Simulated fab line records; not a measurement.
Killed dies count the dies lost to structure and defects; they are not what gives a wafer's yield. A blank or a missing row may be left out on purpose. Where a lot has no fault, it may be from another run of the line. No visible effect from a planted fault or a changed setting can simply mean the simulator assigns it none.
fab line records + flow nand_harc
record
- lots=6
- wafers=18
- last_day=25
route steps=1159 shown A_STAIRCASE@718 END@1159
lots untouched by any fault: they come from a run of this same line in which no faults occurred
start_h: hours from the record's opening day to when the first of the lot's shown wafers began + wait_h: how many hours have passed since the lot's step before this one + " repeats the value in the row above + L1.1+2: a row that stands for several wafers + - no value, or no start was given + * or withheld: withheld + < > ~ a bound
route shown NAME@n: NAME is a module with steps in the file, n the number in the route of the first one + usual: mean/standard deviation of fault-free wafers + same: alike in all rows + chamber/n: place in a boat + sites: the reading at each site + _std_site: standard deviation of those values + _edge_site: outer sites' mean less inner sites' + radius_mm: for every site, how far away it sits from the centre of the wafer + mask NAME#n: copy n + behind: the most recent tool/chamber to have shaped the wafer + hold: what put the lot on hold/how long, in hours/how the hold closed + device: names the non-switching transistor (n, p or np) + end of line: tests run on the same wafers once the route is complete + a step with no rows: only its recipe + killed: count of dies lost to structure and defects at first sort (not the wafer's yield) + map: the dies of a wafer, with x for killed, . for not killed, _ for no die there
set.NAME: the setting that was run; set.NAME@STEP: the one run at that earlier step + model.NAME: the simulator's own value behind a step, which no gauge read
lots at some steps of the route; a table a step, a row a wafer
services: the hour from which a tool's chamber was out of use, counted from the record's first day as start_h (under 0 if before that day), plus the number of hours and why
## steps
# step NHARC_A_STAIRCASE_COAT_435
# recipe
- spin_rpm=1200
# step NHARC_A_STAIRCASE_SOFTBAKE_436
# recipe
- temp_c=135
- time_s=170
# step NHARC_A_STAIRCASE_EBR_437
# step NHARC_A_STAIRCASE_EXPOSE_438
# recipe
- na=0.5
- dose_mj=28.97
- mask_id=STAIR_REV
# step NHARC_A_STAIRCASE_PEB_439
# recipe
- peb_temp_c=115
- peb_time_s=130
# step NHARC_A_STAIRCASE_DEVELOP_440
# recipe
- time_s=140
# step NHARC_A_STAIRCASE_HARDBAKE_442
# recipe
- temp_c=120
- time_s=140
# step NHARC_A_STAIRCASE_DESCUM_443
# recipe
- time_s=3
- o2_flow_sccm=200
- ar_flow_sccm=0
- bias_power_w=0
- chemistry=O2
# usual
- drypump_motor_current_A=5.7/0.55
- oes_product_au=0.999/0.0095
- rf_vpp_V=57.7/0.91
- showerhead_plenum_p_Torr=1.88/0.095
- throttle_valve_pct=11.311/0.0083
| lot.wafer | tool        | chamber | start_h | wait_h | drypump_motor_current_A | oes_product_au | rf_hours_counter_h | rf_vpp_V | showerhead_plenum_p_Torr | throttle_valve_pct |
|-----------|-------------|---------|---------|--------|-------------------------|----------------|--------------------|----------|--------------------------|--------------------|
| L812.2    | rie_diel-11 | 3       | 360.92  | -      | 4.9                     | 0.991          | 52                 | 56.9     | 1.81                     | 11.310             |
| L812.3    | "           | 2       | "       | "      | 6.0                     | 0.990          | 50                 | 59.4     | 1.89                     | 11.300             |
| L812.6    | "           | 3       | "       | "      | 4.8                     | 0.986          | -                  | 57.3     | 1.81                     | 11.310             |
| L813.1    | rie_diel-11 | 1       | 360.99  | -      | 6.4                     | 0.988          | 48                 | 58.3     | 1.87                     | 11.322             |
| L813.5    | "           | 3       | "       | "      | 4.8                     | 0.995          | -                  | 57.8     | 1.81                     | 11.311             |
| L813.6    | "           | 0       | "       | "      | 5.9                     | 0.989          | -                  | 56.9     | 1.78                     | 11.307             |
| L814.1    | rie_diel-08 | 1       | 366.42  | -      | 5.4                     | 1.004          | 11                 | 57.7     | 1.97                     | 11.292             |
| L814.4    | "           | 2       | "       | "      | 4.8                     | 1.008          | 14                 | 57.0     | 2.01                     | 11.323             |
| L814.5    | "           | 0       | "       | "      | 5.7                     | 0.992          | -                  | 58.8     | 2.07                     | 11.319             |
| L823.1    | rie_diel-11 | 3       | 407.50  | -      | 4.9                     | 0.995          | 14                 | 58.6     | 1.80                     | 11.304             |
| L823.5    | "           | 1       | "       | "      | 6.4                     | 1.002          | -                  | 58.2     | 1.86                     | 11.310             |
| L823.6    | "           | 2       | "       | "      | 6.0                     | 0.996          | -                  | 58.4     | 1.88                     | 11.305             |
| L827.3    | rie_diel-08 | 1       | 441.98  | -      | 5.4                     | 1.014          | 47                 | 59.0     | 1.95                     | 11.310             |
| L827.2    | "           | 2       | "       | "      | 4.9                     | 1.003          | 52                 | 59.6     | 2.00                     | 11.311             |
| L827.6    | "           | 3       | "       | "      | 5.1                     | 0.994          | -                  | 58.3     | 1.83                     | 11.310             |
| L825.2    | rie_diel-11 | 0       | 442.14  | -      | 5.9                     | 0.995          | 28                 | 55.9     | 1.77                     | 11.305             |
| L825.1    | "           | 2       | "       | "      | 6.0                     | 0.986          | 27                 | 58.2     | 1.88                     | 11.303             |
| L825.5    | "           | 0       | "       | "      | 5.9                     | 1.003          | -                  | 55.4     | 1.77                     | 11.312             |
# step NHARC_A_STAIRCASE_ETCH_444
# recipe
- target_depth_a=1.02e+05
- time_s=3400
- c4f8_flow_sccm=20
- o2_flow_sccm=10
- ar_flow_sccm=withheld
- rf_w=600
- bias_w=1000
- chemistry=C4F8/O2
# usual
- oes_product_au=0.931/0.016
- rf_vpp_V=805/5.4
| lot.wafer | tool        | chamber | start_h | wait_h | oes_product_au | rf_hours_counter_h | rf_vpp_V |
|-----------|-------------|---------|---------|--------|----------------|--------------------|----------|
| L812.2    | rie_diel-11 | 0       | 361.28  | 0.4    | 0.928          | 51                 | 799      |
| L812.3    | "           | 1       | "       | "      | 0.938          | 48                 | 803      |
| L812.6    | "           | 3       | "       | "      | 0.932          | -                  | 800      |
| L813.1    | rie_diel-11 | 1       | 363.17  | 2.2    | 0.930          | 49                 | 805      |
| L813.5    | "           | 2       | "       | "      | 0.916          | -                  | 805      |
| L813.6    | "           | 3       | "       | "      | 0.921          | -                  | 799      |
| L814.1    | rie_diel-08 | 3       | 366.60  | 0.2    | 0.959          | 14                 | 804      |
| L814.4    | "           | 0       | "       | "      | 0.936          | 14                 | 816      |
| L814.5    | "           | 0       | "       | "      | 0.933          | -                  | 815      |
| L823.1    | rie_diel-11 | 0       | 407.69  | 0.2    | 0.944          | 14                 | 800      |
| L823.6    | "           | 0       | "       | "      | 0.954          | -                  | 800      |
| L823.5    | "           | 1       | "       | "      | 0.925          | -                  | 803      |
| L825.2    | rie_diel-11 | 0       | 442.50  | 0.4    | 0.926          | 28                 | 799      |
| L825.1    | "           | 1       | "       | "      | 0.921          | 29                 | 803      |
| L825.5    | "           | 0       | "       | "      | 0.930          | -                  | 798      |
| L827.2    | rie_diel-08 | 0       | 442.58  | 0.6    | 0.920          | 53                 | 815      |
| L827.3    | "           | 1       | "       | "      | 0.925          | 48                 | 810      |
| L827.6    | "           | 3       | "       | "      | 0.916          | -                  | 802      |
# step NHARC_A_STAIRCASE_STRIP_446
# recipe
- power_w=1500
- temp_c=250
- chemistry=O2
# usual
- drypump_motor_current_A=6.0/0.49
- heater_power_w=321/51
- rf_refl_power_W=24/12
| lot.wafer | tool            | chamber | start_h | wait_h | drypump_motor_current_A | heater_power_w | rf_hours_counter_h | rf_refl_power_W |
|-----------|-----------------|---------|---------|--------|-------------------------|----------------|--------------------|-----------------|
| L812.2    | plasma_asher-01 | 1       | 364.00  | 0.8    | 5.9                     | 409            | 30                 | 13              |
| L812.3    | "               | 0       | "       | "      | 5.5                     | 354            | -                  | 12              |
| L812.6    | "               | 0       | "       | "      | 5.5                     | 355            | -                  | 11              |
| L813.1    | plasma_asher-01 | 1       | 365.44  | 0.8    | 5.9                     | 411            | 31                 | 13              |
| L813.5    | "               | 1       | "       | "      | 5.9                     | 406            | -                  | 12              |
| L813.6    | "               | 0       | "       | "      | 5.5                     | 353            | -                  | 12              |
| L814.1    | plasma_asher-01 | 0       | 369.21  | 0.4    | 5.5                     | 353            | 35                 | 12              |
| L814.4    | "               | 0       | "       | "      | 5.5                     | 349            | -                  | 12              |
| L814.5    | "               | 0       | "       | "      | 5.5                     | 353            | -                  | 12              |
| L823.1    | plasma_asher-01 | 0       | 409.99  | 0.1    | 5.5                     | 354            | 50                 | -               |
| L823.5    | "               | 1       | "       | "      | 5.9                     | 406            | -                  | -               |
| L823.6    | "               | 0       | "       | "      | 5.5                     | 350            | -                  | -               |
| L827.2    | plasma_asher-02 | 1       | 444.47  | 0.2    | 6.6                     | 268            | 26                 | -               |
| L827.3    | "               | 1       | "       | "      | 6.6                     | 269            | -                  | -               |
| L827.6    | "               | 1       | "       | "      | 6.7                     | 269            | -                  | -               |
| L825.1    | plasma_asher-02 | 1       | 444.71  | 0.2    | 6.7                     | 266            | 26                 | 41              |
| L825.2    | "               | 0       | "       | "      | 5.5                     | 297            | 26                 | 18              |
| L825.5    | "               | 0       | "       | "      | 5.5                     | 294            | -                  | 18              |
# step NHARC_A_STAIRCASE_STRIP_447
# recipe
- time_s=900
- temp_c=130
- chemistry=SPM
# usual
- bath_guard_temp_C=130.0/0.61
- bath_heat_duty_pct=14.9/1.3
| lot.wafer | tool         | chamber | start_h | wait_h | bath_guard_temp_C | bath_heat_duty_pct |
|-----------|--------------|---------|---------|--------|-------------------|--------------------|
| L812.3    | wet_bench-04 | 6       | 364.35  | 0.2    | -                 | -                  |
| L812.6    | "            | 1       | "       | "      | -                 | -                  |
| L812.2    | "            | 3       | "       | "      | -                 | -                  |
| L813.6    | wet_bench-01 | 3       | 365.80  | 0.1    | -                 | -                  |
| L813.1    | "            | 4       | "       | "      | -                 | -                  |
| L813.5    | "            | 7       | "       | "      | -                 | -                  |
| L814.4    | wet_bench-02 | 0       | 369.55  | 0.2    | 129.1             | 14.4               |
| L814.1    | "            | 1       | "       | "      | 129.5             | 18.0               |
| L814.5    | "            | 2       | "       | "      | 130.5             | 16.2               |
| L823.5    | wet_bench-02 | 1       | 410.29  | 0.1    | 129.9             | 15.6               |
| L823.6    | "            | 4       | "       | "      | 129.5             | 16.2               |
| L823.1    | "            | 6       | "       | "      | 131.0             | 15.0               |
| L827.3    | wet_bench-02 | 6       | 444.77  | 0.2    | 130.6             | 13.2               |
| L827.2    | "            | 7       | "       | "      | 131.0             | 17.2               |
| L827.6    | "            | 3       | "       | "      | 130.5             | 16.2               |
| L825.5    | wet_bench-01 | 2       | 445.07  | 0.1    | 129.6             | 14.3               |
| L825.1    | "            | 4       | "       | "      | 130.8             | 13.2               |
| L825.2    | "            | 6       | "       | "      | 130.9             | 13.8               |
# step NHARC_A_STAIRCASE_PRECLEAN_448
# recipe
- time_s=*
- temp_c=50
- bath_age_min=0
- chemistry=SC1
# step NHARC_END_SORT_01
# recipe
- temp_c=25
# usual
- killed_at_array=27/12
- killed_at_other=0.5/0.9
- killed_at_periphery=3.7/2.7
- killed_dies=31/12
- killed_open=3.3/2
- killed_short=2.0/1.4
# same
- gross_dies=677
| lot.wafer | tool      | chamber | start_h | wait_h | killed_at_array | killed_at_other | killed_at_periphery | killed_dies | killed_open | killed_short |
|-----------|-----------|---------|---------|--------|-----------------|-----------------|---------------------|-------------|-------------|--------------|
| L813.1    | prober-01 | 0       | 503.55  | 2.5    | 25              | 0               | 2                   | 27          | 4           | 0            |
| L813.5    | prober-01 | 0       | 506.69  | 3.6    | 25              | 0               | 5                   | 30          | 3           | 4            |
| L813.6    | prober-01 | 0       | 507.48  | 3.9    | 36              | 0               | 4                   | 40          | 6           | 2            |
| L812.2    | prober-02 | 0       | 504.43  | 2.8    | 38              | 1               | 12                  | 51          | 4           | 1            |
| L812.3    | prober-02 | 0       | 505.23  | 3.1    | 33              | 0               | 12                  | 45          | 1           | 1            |
| L812.6    | prober-02 | 0       | 507.65  | 4.0    | 28              | 0               | 11                  | 39          | 4           | 1            |
| L814.1    | prober-02 | 0       | 511.45  | 2.5    | 31              | 0               | 4                   | 35          | 2           | 1            |
| L814.4    | prober-02 | 0       | 513.82  | 3.4    | 24              | 0               | 7                   | 31          | 3           | 1            |
| L814.5    | prober-02 | 0       | 514.61  | 3.7    | 20              | 0               | 6                   | 26          | 2           | 1            |
| L823.1    | prober-02 | 0       | 570.72  | 2.5    | 51              | 0               | 1                   | 52          | 0           | 1            |
| L823.5    | prober-02 | 0       | 573.93  | 3.7    | 48              | 2               | 1                   | 51          | 1           | 0            |
| L823.6    | prober-02 | 0       | 574.73  | 4.0    | 43              | 1               | 2                   | 46          | 3           | 6            |
| L827.2    | prober-01 | 0       | 587.12  | 2.8    | 22              | 0               | 2                   | 24          | 2           | 3            |
| L827.3    | prober-01 | 0       | 587.93  | 3.1    | 19              | 0               | 6                   | 25          | 4           | 4            |
| L827.6    | prober-01 | 0       | 590.35  | 4.0    | 24              | 0               | 8                   | 32          | 7           | 1            |
# killed by level:class
L813.1 A_SLIT:chamber_film_flake=19 A_CONTACT:chamber_film_flake=2 P_M1:geometric_particle:open=1 A_ONON_D1:geometric_particle:open=1 A_CHANNEL_FILL_D1:geometric_particle:open=1 A_BLC:geometric_particle:open=1 P_GATE:chamber_film_flake=1 A_CHANNEL_HOLE_D1:chamber_film_flake=1
L812.2 A_CHANNEL_HOLE_D1:chamber_film_flake=19 A_STAIRCASE:chamber_film_flake=10 P_ZERO_WELL:chamber_film_flake=7 P_STI:chamber_film_flake=3 A_CONTACT:chamber_film_flake=3 A_ONON_D1:geometric_particle:open=2 P_M2:geometric_particle:open=1 A_CHANNEL_FILL_D1:geometric_particle:short=1
L812.3 A_CHANNEL_HOLE_D1:chamber_film_flake=19 P_ZERO_WELL:chamber_film_flake=6 P_STI:chamber_film_flake=5 A_CONTACT:chamber_film_flake=5 A_STAIRCASE:chamber_film_flake=4 A_CONTACT:geometric_particle:short=1 A_BLC:geometric_particle:open=1 P_GATE:chamber_film_flake=1
L813.5 A_SLIT:chamber_film_flake=8 A_CONTACT:chamber_film_flake=6 A_CHANNEL_HOLE_D1:chamber_film_flake=3 P_M0:geometric_particle:short=2 P_GATE:chamber_film_flake=2 A_STAIRCASE:chamber_film_flake=2 A_ONON_D1:geometric_particle:short=1 A_CHANNEL_HOLE_D1:geometric_particle:open=1
L813.6 A_SLIT:chamber_film_flake=18 A_CONTACT:chamber_film_flake=8 A_CONTACT:geometric_particle:open=2 A_M0:geometric_particle:open=2 A_STAIRCASE:chamber_film_flake=2 P_STI:geometric_particle:short=1 P_STI:geometric_particle:open=1 A_WL_FILL:geometric_particle:short=1
L812.6 A_CHANNEL_HOLE_D1:chamber_film_flake=19 P_STI:chamber_film_flake=4 P_ZERO_WELL:chamber_film_flake=3 P_CONTACT:chamber_film_flake=3 A_CONTACT:chamber_film_flake=3 A_CONTACT:geometric_particle:open=2 A_STAIRCASE:chamber_film_flake=2 P_M0:geometric_particle:short=1
L814.1 A_CHANNEL_HOLE_D1:chamber_film_flake=24 P_M0:chamber_film_flake=2 A_CHANNEL_FILL_D1:chamber_film_flake=2 A_ONON_D1:geometric_particle:open=1 A_WL_FILL:geometric_particle:short=1 A_CONTACT:geometric_particle:open=1 P_STI:chamber_film_flake=1 P_GATE:chamber_film_flake=1
L814.4 A_CHANNEL_HOLE_D1:chamber_film_flake=15 P_M0:chamber_film_flake=3 A_STAIRCASE:chamber_film_flake=3 P_CONTACT:chamber_film_flake=2 A_WL_FILL:chamber_film_flake=2 P_M0:geometric_particle:open=1 A_ONON_D1:geometric_particle:open=1 A_ONON_D1:geometric_particle:short=1
L814.5 A_CHANNEL_HOLE_D1:chamber_film_flake=18 P_CONTACT:chamber_film_flake=2 P_STI:geometric_particle:open=1 P_CONTACT:geometric_particle:short=1 A_WL_FILL:geometric_particle:open=1 P_M0:chamber_film_flake=1 P_M2:chamber_film_flake=1 A_STAIRCASE:chamber_film_flake=1
L823.1 A_CHANNEL_HOLE_D1:chamber_film_flake=24 A_SLIT:chamber_film_flake=19 A_CONTACT:chamber_film_flake=5 A_STAIRCASE:chamber_film_flake=2 A_M0:geometric_particle:short=1 P_STI:chamber_film_flake=1
L823.5 A_CHANNEL_HOLE_D1:chamber_film_flake=22 A_SLIT:chamber_film_flake=14 A_CONTACT:chamber_film_flake=8 THIN_TSV:chamber_film_flake=2 A_CONTACT:geometric_particle:open=1 P_ZERO_WELL:chamber_film_flake=1 A_ZERO_WELL:chamber_film_flake=1 A_STAIRCASE:chamber_film_flake=1
L823.6 A_CHANNEL_HOLE_D1:chamber_film_flake=14 A_SLIT:chamber_film_flake=12 A_CONTACT:chamber_film_flake=8 A_CHANNEL_FILL_D1:geometric_particle:short=3 P_M0:geometric_particle:open=1 A_CHANNEL_HOLE_D1:geometric_particle:short=1 A_WL_FILL:geometric_particle:short=1 A_CONTACT:geometric_particle:short=1
L827.2 A_BONDPAD:chamber_film_flake=5 A_CHANNEL_HOLE_D1:chamber_film_flake=3 A_M0:chamber_film_flake=3 P_ZERO_WELL:chamber_film_flake=2 A_STAIRCASE:chamber_film_flake=2 A_CONTACT:chamber_film_flake=2 A_SOURCE_PLATE:geometric_particle:short=1 A_WL_FILL:geometric_particle:short=1
L827.3 A_CHANNEL_HOLE_D1:chamber_film_flake=6 A_STAIRCASE:chamber_film_flake=5 A_ONON_D1:geometric_particle:short=2 P_ZERO_WELL:chamber_film_flake=2 P_M1:chamber_film_flake=2 A_M0:chamber_film_flake=2 P_GATE:geometric_particle:open=1 P_M0:geometric_particle:open=1
L827.6 A_STAIRCASE:chamber_film_flake=5 A_M0:chamber_film_flake=4 A_CHANNEL_HOLE_D1:chamber_film_flake=4 A_BONDPAD:chamber_film_flake=3 A_CONTACT:geometric_particle:open=2 P_M1:chamber_film_flake=2 A_WL_FILL:chamber_film_flake=2 A_CONTACT:chamber_film_flake=2
## services
| tool            | chamber | start_h | hours | kind       |
|-----------------|---------|---------|-------|------------|
| wet_bench-04    | -       | 339.20  | 8.0   | pm         |
| rie_diel-11     | 0       | 347.28  | -     | clean      |
| rie_diel-11     | 1       | 347.28  | -     | clean      |
| rie_diel-11     | 2       | 347.28  | -     | clean      |
| rie_diel-11     | 3       | 347.28  | -     | clean      |
| rie_diel-11     | 3       | 355.72  | 3.5   | repair     |
| wet_bench-02    | -       | 356.02  | 8.0   | pm         |
| plasma_asher-02 | -       | 360.54  | 9.0   | pm         |
| rie_diel-11     | -       | 368.08  | 9.0   | pm         |
| rie_diel-11     | 0       | 368.08  | 9.0   | vent_cycle |
| rie_diel-11     | 1       | 368.08  | 9.0   | vent_cycle |
| rie_diel-11     | 2       | 368.08  | 9.0   | vent_cycle |
| rie_diel-11     | 3       | 368.08  | 9.0   | vent_cycle |
| rie_diel-08     | 3       | 368.91  | 2.4   | repair     |
| rie_diel-11     | 0       | 377.08  | -     | clean      |
| rie_diel-11     | 1       | 377.08  | -     | clean      |
| rie_diel-11     | 2       | 377.08  | -     | clean      |
| rie_diel-11     | 3       | 377.08  | -     | clean      |
| wet_bench-02    | -       | 378.20  | 1.1   | repair     |
| wet_bench-01    | -       | 389.60  | 8.0   | pm         |
| rie_diel-11     | 0       | 401.61  | -     | clean      |
| rie_diel-11     | 1       | 401.61  | -     | clean      |
| wet_bench-01    | -       | 406.42  | 5.6   | repair     |
| plasma_asher-02 | -       | 434.89  | 1.0   | repair     |
## key
first_sign
- step=NHARC_A_STAIRCASE_STRIP_447
- reading=tool_record
- direction=missing
effect none on later readings
met_at NHARC_A_STAIRCASE_STRIP_447
struck_wafers L812.2,L812.3,L812.6,L813.1,L813.5,L813.6
tester_left_out L812,L813
fault
- kind=skipped_step_whole
- tool=wet_bench-01,wet_bench-04
- chamber=-
- onset_h=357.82
- steps=NHARC_A_STAIRCASE_STRIP_447
- scope=struck_lots_only
# tester_left_out: of these lots the tester's yield and bins aren't shown, on N5 and GAA mostly nor the transistor test; their killed dies are dies lost to structure and defects alone, not to doping, threshold or leakage, so they don't give the yield
